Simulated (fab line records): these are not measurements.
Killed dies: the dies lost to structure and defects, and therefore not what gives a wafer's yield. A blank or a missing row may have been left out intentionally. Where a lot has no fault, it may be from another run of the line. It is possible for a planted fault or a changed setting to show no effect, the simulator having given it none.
Which tool is to blame? :: flow nandHarc :: 20 wafers from 7 lots sampled at 5 of the route's 1302 steps

## WHAT EACH GAUGE READ, for each wafer
NHARC_END_SORT_01.
lot: L934
measured: day 25 09:36
on: prober-02
killedOpen: 3 2 2

lot: L938
measured: day 25 18:31
on: prober-02
killedOpen: 5 3 8

lot: L948
measured: day 31 22:25
on: prober-01
killedOpen: 4 7

lot: L957
measured: day 35 01:07
on: prober-01
killedOpen: 0 2 4

## EACH LOT AND THE TOOL THAT RAN IT (in order: tool; ch and the chambers of the sampled wafers; start)
lot: L934
NHARC_A_BONDPAD_DEP_00: pecvd-01 ch 0,2, day 23 17:34
NHARC_A_BONDPAD_CMP_29: cmp-03 ch 0,1,3, day 23 17:58
NHARC_A_BONDPAD_SOFTBAKE_04: lithoTrack-02 ch 0, day 23 18:00
NHARC_A_BONDPAD_DESCUM_11: rieDiel-12 ch 0,3, day 23 18:50

lot: L938
NHARC_A_BONDPAD_DEP_00: pecvd-01 ch 1,2, day 24 09:13
NHARC_A_BONDPAD_CMP_29: cmp-04 ch 0,1,3, day 24 09:36
NHARC_A_BONDPAD_SOFTBAKE_04: lithoTrack-03 ch 0, day 24 09:00
NHARC_A_BONDPAD_DESCUM_11: rieDiel-12 ch 0,3, day 24 10:37

lot: L950
NHARC_A_BONDPAD_DEP_00: pecvd-02 ch 0,1, day 29 03:09
NHARC_A_BONDPAD_CMP_29: cmp-04 ch 0,2,3, day 29 03:32
NHARC_A_BONDPAD_SOFTBAKE_04: lithoTrack-05 ch 0, day 29 03:00
NHARC_A_BONDPAD_DESCUM_11: rieDiel-12 ch 1,2,3, day 29 04:23

lot: L948
NHARC_A_BONDPAD_DEP_00: pecvd-02 ch 0,2, day 29 22:35 or earlier
NHARC_A_BONDPAD_CMP_29: cmp-01 ch 0,3, day 29 22:35
NHARC_A_BONDPAD_SOFTBAKE_04: lithoTrack-03 ch 0, day 29 22:00
NHARC_A_BONDPAD_DESCUM_11: rieDiel-12 ch 0,1, day 29 23:33

lot: L951
NHARC_A_BONDPAD_DEP_00: pecvd-03 ch 0,1,2, day 30 07:13
NHARC_A_BONDPAD_CMP_29: cmp-01 ch 0,1,3, day 30 07:38
NHARC_A_BONDPAD_SOFTBAKE_04: lithoTrack-05 ch 0, day 30 07:00
NHARC_A_BONDPAD_DESCUM_11: rieDiel-11 ch 0,1,3, day 30 08:31

lot: L953
NHARC_A_BONDPAD_DEP_00: pecvd-01 ch 1,2, day 31 01:48
NHARC_A_BONDPAD_CMP_29: cmp-03 ch 2,3, day 31 02:13
NHARC_A_BONDPAD_SOFTBAKE_04: lithoTrack-02 ch 0, day 31 02:00
NHARC_A_BONDPAD_DESCUM_11: rieDiel-03 ch 0,1,2, day 31 03:07

lot: L957
NHARC_A_BONDPAD_DEP_00: pecvd-03 ch 0,1,2, day 33 17:02 or earlier
NHARC_A_BONDPAD_CMP_29: cmp-01 ch 1,2,3, day 33 17:02
NHARC_A_BONDPAD_SOFTBAKE_04: lithoTrack-02 ch 0, day 33 17:00
NHARC_A_BONDPAD_DESCUM_11: rieDiel-03 ch 1,2,3, day 33 18:04
- NHARC_A_BONDPAD_DEP_00: deposits SiCN, target thk 250 nm.
- NHARC_A_BONDPAD_CMP_29: polishes SiCN, target thk 200 nm.
- NHARC_A_BONDPAD_SOFTBAKE_04: time 70 s.
- NHARC_A_BONDPAD_DESCUM_11: chemistry O2, time 3 s.

## THE ANSWER, worked out from the rows above alone
Rule: the usual values come from the lots themselves. Put in order of their means at a reading, lots are off if they are a third of the lots or fewer, leave a main group of 4 or more, and stand apart from it by a gap of 3 or more times the standard deviation of the main group's means; of several such gaps the widest counts. Not used: any main group whose means are identical at the precision the tables above print for the reading. Also off: a lot with no number at a reading for which 4 or more lots have one. Where the step has rows for the other lots, those lots are counted as sound.
None of the lots is off at any reading shown; this tells nothing.

## WHAT THE SIMULATOR HAD INSERTED
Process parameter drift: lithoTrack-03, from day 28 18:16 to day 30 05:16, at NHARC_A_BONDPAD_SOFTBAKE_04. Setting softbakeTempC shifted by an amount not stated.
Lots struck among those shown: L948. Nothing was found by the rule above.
